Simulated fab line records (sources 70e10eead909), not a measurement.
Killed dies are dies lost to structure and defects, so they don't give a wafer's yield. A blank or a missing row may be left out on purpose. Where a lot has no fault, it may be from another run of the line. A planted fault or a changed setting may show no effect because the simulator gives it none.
fab line records ; flow nandHarc
record: lots: 13; wafers: 39; lastDay: 33
route steps=1302 shown A_ONON_D1@432 END@1302
lots that met no fault: from a run of the same line without faults
startH: start of the lot's first displayed wafer, in hours after the record's first day ; waitH: hours elapsed since this lot's preceding step ; " the same as in the row above ; L1.1+2: a single row standing in for several wafers ; - no value present, or no start provided ; * or withheld: withheld ; < > ~ a bound
route shown NAME@n: names a module that has steps shown in the file, with the first one's number in the route ; usual: the fault-free wafers' mean and standard deviation ; same: alike in all rows ; chamber/n: place in a boat ; sites: the reading at each site ; _std_site: standard deviation across them ; _edge_site: the outer-site mean with the inner-site mean subtracted ; radiusMm: for every site, how far away it sits from the centre of the wafer ; mask NAME#n: copy n ; behind: tool/chamber where the wafer was last shaped ; hold: why the lot went on hold/how many hours it stayed there/how the hold came to an end ; device: the n, p or np transistor that did not switch ; end of line: the route-end tests of the same wafers ; a step given without rows: its recipe and nothing more ; killed: dies lost to structure and defects at the first sort, not the wafer's yield ; map: a wafer's dies, x killed, . not, _ none there
set.NAME: the setting as run; set.NAME@STEP: as run at that earlier step ; model.NAME: the simulator's own value behind a step, which no gauge read
the route's steps for a sample of lots (tables are steps, rows are wafers)
services: from which hour (startH, from the record's first day; less than 0 if before it) a tool's chamber was out of use, for how many hours, and why
== steps ==
step: NHARC_A_ONON_D1_DEP_12
recipe: targetThkA: 10000; n2FlowSccm: 2750; n2oFlowSccm: 2000; nh3FlowSccm: 500; sih4FlowSccm: 210; tempC: 400
lot.wafer;tool;chamber;startH;waitH
L533.2+5+6;pecvdOnon-04;0;174.01;0.1
L534.1+2+5;pecvdOnon-04;0;179.16;0.1
L536.1+3+5;pecvdOnon-02;0;201.61;0.1
L537.2+5+6;pecvdOnon-02;0;216.95;0.1
L540.1+4+6;pecvdOnon-02;0;244.06;0.1
L539.3+4+6;pecvdOnon-04;0;244.20;0.2
L542.2+3+5;pecvdOnon-02;0;273.32;0.2
L547.1+3+6;pecvdOnon-01;0;318.82;0.1
L550.1+2+3;pecvdOnon-01;0;347.70;0.1
L551.1+2+3;pecvdOnon-04;0;347.70;0.1
L552.1+2+4;pecvdOnon-02;0;358.47;0.1
L553.2+3+6;pecvdOnon-04;0;369.84;0.1
L555.2+3+6;pecvdOnon-04;0;393.25;0.1
step: NHARC_A_ONON_D1_THK_MEAS_14
recipe: thkMeasGauge: ellipsometry
usual: thkNm: 998/13
lot.wafer;tool;chamber;startH;waitH;thkNm
L533.2;filmMetro-01;-;174.46;-;999
L533.5;filmMetro-01;-;174.46;-;999
L533.6;filmMetro-01;-;174.46;-;998
L534.1;filmMetro-02;-;179.67;-;995
L534.2;filmMetro-02;-;179.67;-;994
L534.5;filmMetro-02;-;179.67;-;994
L536.1;filmMetro-02;-;202.12;-;986
L536.3;filmMetro-02;-;202.12;-;984
L536.5;filmMetro-02;-;202.12;-;984
L537.2;filmMetro-01;-;217.41;-;998
L537.5;filmMetro-01;-;217.41;-;999
L537.6;filmMetro-01;-;217.41;-;998
L540.1;filmMetro-02;-;244.57;-;991
L540.4;filmMetro-02;-;244.57;-;993
L540.6;filmMetro-02;-;244.57;-;991
L539.3;filmMetro-01;-;244.59;-;1002
L539.4;filmMetro-01;-;244.59;-;1001
L539.6;filmMetro-01;-;244.59;-;1004
L542.2;filmMetro-01;-;273.78;-;994
L542.3;filmMetro-01;-;273.78;-;993
L542.5;filmMetro-01;-;273.78;-;992
L547.1;filmMetro-02;-;319.33;-;960
L547.3;filmMetro-02;-;319.33;-;960
L547.6;filmMetro-02;-;319.33;-;958
L550.1;filmMetro-01;-;348.21;-;998
L550.2;filmMetro-01;-;348.21;-;999
L550.3;filmMetro-01;-;348.21;-;1000
L551.1;filmMetro-02;-;348.21;-;999
L551.2;filmMetro-02;-;348.21;-;999
L551.3;filmMetro-02;-;348.21;-;999
L552.1;filmMetro-02;-;358.98;-;567
L552.2;filmMetro-02;-;358.98;-;568
L552.4;filmMetro-02;-;358.98;-;1014
L553.2;filmMetro-01;-;370.29;-;1011
L553.3;filmMetro-01;-;370.29;-;1008
L553.6;filmMetro-01;-;370.29;-;1011
L555.2;filmMetro-01;-;393.70;-;988
L555.3;filmMetro-01;-;393.70;-;988
L555.6;filmMetro-01;-;393.70;-;986
step: NHARC_A_ONON_D1_INSPECT_32
usual: rawDefectCount: 66/24
lot.wafer;tool;chamber;startH;waitH;rawDefectCount
L533.2;defectInspect-01;-;185.07;0.0;72
L533.5;defectInspect-01;-;185.07;0.0;46
L533.6;defectInspect-01;-;185.07;0.0;55
L534.1;defectInspect-02;-;190.25;0.0;34
L534.2;defectInspect-02;-;190.25;0.0;47
L534.5;defectInspect-02;-;190.25;0.0;64
L536.1;defectInspect-02;-;213.71;0.0;63
L536.3;defectInspect-02;-;213.71;0.0;67
L536.5;defectInspect-02;-;213.71;0.0;126
L537.2;defectInspect-01;-;230.37;0.0;64
L537.5;defectInspect-01;-;230.37;0.0;84
L537.6;defectInspect-01;-;230.37;0.0;88
L540.1;defectInspect-02;-;255.15;0.0;88
L540.4;defectInspect-02;-;255.15;0.0;53
L540.6;defectInspect-02;-;255.15;0.0;39
L539.3;defectInspect-01;-;255.29;0.0;89
L539.4;defectInspect-01;-;255.29;0.0;67
L539.6;defectInspect-01;-;255.29;0.0;112
L542.2;defectInspect-02;-;284.41;0.0;94
L542.3;defectInspect-02;-;284.41;0.0;51
L542.5;defectInspect-02;-;284.41;0.0;126
L547.1;defectInspect-02;-;330.00;0.0;48
L547.3;defectInspect-02;-;330.00;0.0;26
L547.6;defectInspect-02;-;330.00;0.0;86
L550.1;defectInspect-02;-;358.59;0.0;57
L550.2;defectInspect-02;-;358.59;0.0;73
L550.3;defectInspect-02;-;358.59;0.0;59
L551.1;defectInspect-01;-;358.61;0.0;78
L551.2;defectInspect-01;-;358.61;0.0;64
L551.3;defectInspect-01;-;358.61;0.0;61
L552.1;defectInspect-01;-;371.25;0.0;66
L552.2;defectInspect-01;-;371.25;0.0;61
L552.4;defectInspect-01;-;371.25;0.0;48
L553.2;defectInspect-02;-;381.39;0.0;104
L553.3;defectInspect-02;-;381.39;0.0;119
L553.6;defectInspect-02;-;381.39;0.0;117
L555.2;defectInspect-02;-;404.30;0.0;70
L555.3;defectInspect-02;-;404.30;0.0;73
L555.6;defectInspect-02;-;404.30;0.0;93
step: NHARC_END_SORT_01
recipe: tempC: 25
usual: killedAtArray: 55/20; killedAtOther: 1.1/1.2; killedAtPeriphery: 3.8/2.8; killedDies: 60/19; killedOpen: 3.4/1.9; killedShort: 2.2/1.5
same: grossDies: 677
lot.wafer;tool;chamber;startH;waitH;killedAtArray;killedAtOther;killedAtPeriphery;killedDies;killedOpen;killedShort
L552.1;prober-01;0;751.88;2.5;670;1;6;677;6;1
L552.2;prober-01;0;752.69;2.8;669;1;7;677;5;1
L552.4;prober-01;0;754.31;3.4;58;2;8;68;6;3
killed by level:class
L552.1 A_ONON_D1:areaDep=605 A_SLIT:chamberFilmFlake=24 A_CHANNEL_HOLE_D2:chamberFilmFlake=16 A_CHANNEL_HOLE_D1:chamberFilmFlake=9 A_CONTACT:chamberFilmFlake=8 P_M0:chamberFilmFlake=3 P_CONTACT:geometricParticle:open=1 P_M1:geometricParticle:open=1
L552.2 A_ONON_D1:areaDep=603 A_SLIT:chamberFilmFlake=20 A_CHANNEL_HOLE_D2:chamberFilmFlake=17 A_CHANNEL_HOLE_D1:chamberFilmFlake=8 A_CONTACT:chamberFilmFlake=7 A_STAIRCASE:chamberFilmFlake=6 P_M0:chamberFilmFlake=5 A_M0:geometricParticle:open=2
L552.4 A_SLIT:chamberFilmFlake=21 A_CHANNEL_HOLE_D2:chamberFilmFlake=15 A_CHANNEL_HOLE_D1:chamberFilmFlake=10 P_M0:chamberFilmFlake=4 A_M0:geometricParticle:open=3 A_WL_FILL:geometricParticle:short=2 P_GATE:chamberFilmFlake=2 A_CONTACT:chamberFilmFlake=2
== services ==
tool;chamber;startH;hours;kind
pecvdOnon-02;-;185.00;13.0;pm
pecvdOnon-01;-;269.54;13.0;pm
pecvdOnon-04;-;311.20;13.0;pm
pecvdOnon-04;-;363.54;1.1;repair
pecvdOnon-02;-;366.00;13.0;pm
== key ==
firstSign: step: NHARC_A_ONON_D1_THK_MEAS_14; reading: thkNm; direction: down; sigmas: 32; usual: 998; struck: 567
effect: step: NHARC_END_SORT_01; reading: killedDies; direction: up; sigmas: 32; usual: 60; struck: 677
moreKillsBornAt: NHARC_A_ONON_D1_DEP_12@pecvdOnon-02: 1208
metAt NHARC_A_ONON_D1_DEP_12
struckLots L552
struckWafers L552.1,L552.2
laterRowsLeftOut L552.1,L552.2
testerLeftOut L552
notActingAt NHARC_A_ONON_D1_INSPECT_32
onsetBetween 273.32 358.47
fault: kind: processParameterDrift; tool: pecvdOnon-02; chamber: -; onsetH: 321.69; steps: NHARC_A_ONON_D1_DEP_12; channel: targetThkA; offset: *; shape: step; endH: 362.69; scope: struckWafersOnly; actsIn: *; stated: *
testerLeftOut: of these lots the tester's yield and bins aren't shown, on N5 and GAA mostly nor the transistor test; their killed dies are dies lost to structure and defects alone, not to doping, threshold or leakage, so they don't give the yield
laterRowsLeftOut: the simulator's readings of these wafers behind a module that went badly wrong aren't trusted and aren't shown, but for the sort
